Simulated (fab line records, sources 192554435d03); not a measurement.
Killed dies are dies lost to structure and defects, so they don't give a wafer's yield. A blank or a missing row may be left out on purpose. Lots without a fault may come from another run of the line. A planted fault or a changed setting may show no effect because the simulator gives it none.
A struck lot beside a sound one | flow n5_finfet | 32 steps out of a route of 1938
Sound: wafers L217.1, L217.5, L217.6. Struck: wafers L228.3, L228.5, L228.6. The cause comes at the end.
At each step with rows: each side's tool, then ch and its chambers, then its first start. Under that, the readings that differ: sound wafers | struck wafers | difference of the means | sigmas: that difference in standard deviations of wafers without a fault.
alike: readings whose means differ by less than 2 such deviations, and words and numbers that are the same on both sides. not compared: withheld readings, readings that some wafer has no value for, bounds like >300 that may hide the same value, and numbers for which the record gives no deviation and whose values overlap.
The two part at a step that has a row with sigmas, a row that says differs or no value, or rows on one side only. Numbers that don't overlap but have no deviation are shown without sigmas and don't part them. A reading that every wafer of one side lacks parts them only if that side has two wafers or more.

first, 10 steps without rows for these wafers: N5_SD_EPI_P_SRD_20 (time 30 s); N5_SD_EPI_P_PRECLEAN_51 (cleans in NF3:NH3, afs cycles 1, time 20 s, sublimation time 60 s); N5_SD_EPI_P_VAPOR_ETCH_44 (etches SiGe30 in NF3/Ar, time 3.3 s); N5_SD_EPI_P_EPI_21 (deposits SiGe:B, time 355 s); N5_SD_EPI_P_HM_STRIP_48 (strips SiNx in H3PO4, material SiNx, target depth 3 nm); N5_SD_EPI_P_SRD_49 (time 30 s); N5_SD_EPI_P_PRECLEAN_24 (cleans in O3/DIW, time 45 s); N5_SD_EPI_P_PRECLEAN_32 (cleans in dHF, time 10 s); N5_SD_EPI_P_PRECLEAN_33 (cleans in SC2, time 45 s); N5_SD_EPI_P_SRD_25 (time 30 s).
N5_SD_ACTIVATION_RTA_00: time 0 s.
  sound on rtp_anneal-01 ch 0, day 5 06:49; struck on rtp_anneal-02 ch 0, day 7 23:10
  reading             | sound             | struck            | difference | sigmas
  lamp_power_pct (%)  | 8.99 8.92 8.97    | 9.35 9.22 9.30    | +0.33      | +7
  lamp_zone_1_pct (%) | 8.973 8.975 8.929 | 9.263 9.208 9.270 | +0.288     | +11
  lamp_zone_2_pct (%) | 8.969 8.908 8.958 | 9.285 9.263 9.260 | +0.324     | +14
  lamp_zone_3_pct (%) | 8.932 8.931 8.971 | 9.250 9.265 9.272 | +0.318     | +13
  lamp_zone_4_pct (%) | 8.925 8.939 8.993 | 9.297 9.317 9.244 | +0.334     | +13
  lamp_zone_5_pct (%) | 8.895 8.945 8.952 | 9.240 9.257 9.258 | +0.321     | +13
  lamp_zone_6_pct (%) | 8.877 8.885 8.932 | 9.183 9.203 9.234 | +0.309     | +12
  lamp_zone_7_pct (%) | 9.320 9.389 9.295 | 9.677 9.675 9.682 | +0.343     | +13
  alike: wafer_temp_C_max
then, 19 steps without rows for these wafers: N5_SD_ACTIVATION_LSA_01 (time 0.0008 s); N5_ILD0_LINER_00 (material SiNx, target thk 4 nm, pulse time 1 s, purge time 2 s); N5_ILD0_FCVD_FILL_01 (material SiO2 flowable, target thk 200 nm, time 328.3 s); N5_ILD0_CURE_02 (time 1800 s); N5_ILD0_CMP_03 (polishes, stops on SiNx, t overpolish 1.9 s, target thk 197.38 nm); N5_ILD0_CMP_07 (polishes SiO2 flowable, stops on poly-Si, t overpolish 1.18 s, target thk 138.88 nm); N5_ILD0_PRECLEAN_10 (cleans in NF3:NH3, afs cycles 5, time 20 s, sublimation time 60 s); N5_ILD0_ALD_15 (deposits SiNx, target thk 24 nm, pulse time 1 s, ald cycles 480); N5_ILD0_CMP_12 (polishes SiNx, stops on poly-Si, t overpolish 6 s, target thk 17.67 nm); N5_SDB_HM_DEP_00 (deposits SiNx from SiH4/NH3/N2, target thk 40 nm, time 35.3 s); N5_SDB_COAT_03 (time 60 s, resist thk 100 nm); N5_SDB_COAT_04 (time 60 s, resist thk 18 nm); N5_SDB_COAT_05 (resist thk 90 nm); N5_SDB_EBR_07; N5_SDB_SOFTBAKE_06 (time 60 s); N5_SDB_EXPOSE_08 (exposes mask SDB); N5_SDB_PEB_09 (peb time 60 s); N5_SDB_DEVELOP_10 (develop time 30 s); N5_SDB_DESCUM_16 (chemistry O2, time 7.9 s).
-- the record jumps here: 5 days lie between the struck wafers' starts before and after (it left off in module SDB and takes up again in module BEOL_M4, whose first step shown is number 1111 of the route) --
N5_BEOL_M4_RC_MEAS_101:
  sound on prober-02 ch 0, day 9 17:40; struck on prober-02 ch 0, day 12 16:58
  reading            | sound             | struck            | difference | sigmas
  DIBL_N (mV/V)      | 34.2 36.0 35.6    | 43.1 42.9 44.9    | +8.4       | +6
  IOFF_N (nA/um)     | 0.131 0.155 0.154 | 0.298 0.309 0.359 | +0.175     | +6
  IOFF_N_85C (nA/um) | 2.7 3.2 3.1       | 5.3 5.4 6.1       | +2.6       | +6
  IOFF_N_LIN (nA/um) | 0.067 0.077 0.076 | 0.122 0.127 0.136 | +0.055     | +5
  IOFF_P (nA/um)     | 0.17 0.21 0.20    | 0.28 0.29 0.31    | +0.10      | +3
  ION_N (uA/um)      | 672 683 672       | 715 724 730       | +47        | +5
  ION_P (uA/um)      | 455 469 462       | 481 480 484       | +20        | +3
  REXT_N (ohm.um)    | 74.6 75.0 74.3    | 65.8 66.3 66.2    | -8.5       | -6
  SS_N (mV/dec)      | 71.4 71.6 71.8    | 72.3 72.6 74.0    | +1.4       | +2
  VT_N (mV)          | 252 249 248       | 240 237 240       | -11        | -3
  VT_N_LVT (mV)      | 99 98 97          | 89 88 89          | -9         | -3
  VT_P (mV)          | -253 -250 -250    | -243 -245 -241    | +8         | +2
  alike: DIBL_P, SS_P
-- the record jumps here: 4 days lie between the struck wafers' starts before and after (it left off in module BEOL_M4 and takes up again in module PASSIVATION, whose first step shown is number 1936 of the route) --
N5_PASSIVATION_PROBE_49:
  sound on prober-02, day 13 18:09; struck on prober-02, day 17 03:20
  reading                | sound    | struck         | difference | sigmas
  killed_at_M4_up        | 26 21 26 | 13 11 10       | -13        | -2
  sort_bin_4_leakage (%) | 0 0 0    | 0.17 0.25 3.22 | +1.21      |
  alike: defect_limited_yield, killed_at_M0_to_M3, killed_at_contacts, killed_at_front_end, killed_at_other, killed_dies, killed_on_rim, killed_open, killed_short, sort_bin_5_function, sort_bin_6_memory, sort_n_pass, sort_yield_pct

WHERE THEY PART
First at N5_SD_ACTIVATION_RTA_00; last, within this record, at N5_PASSIVATION_PROBE_49.

WHY: what the simulator had put in
Process parameter drift: rtp_anneal-02, from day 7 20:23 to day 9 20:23, at N5_SD_ACTIVATION_RTA_00. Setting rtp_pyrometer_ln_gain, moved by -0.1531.
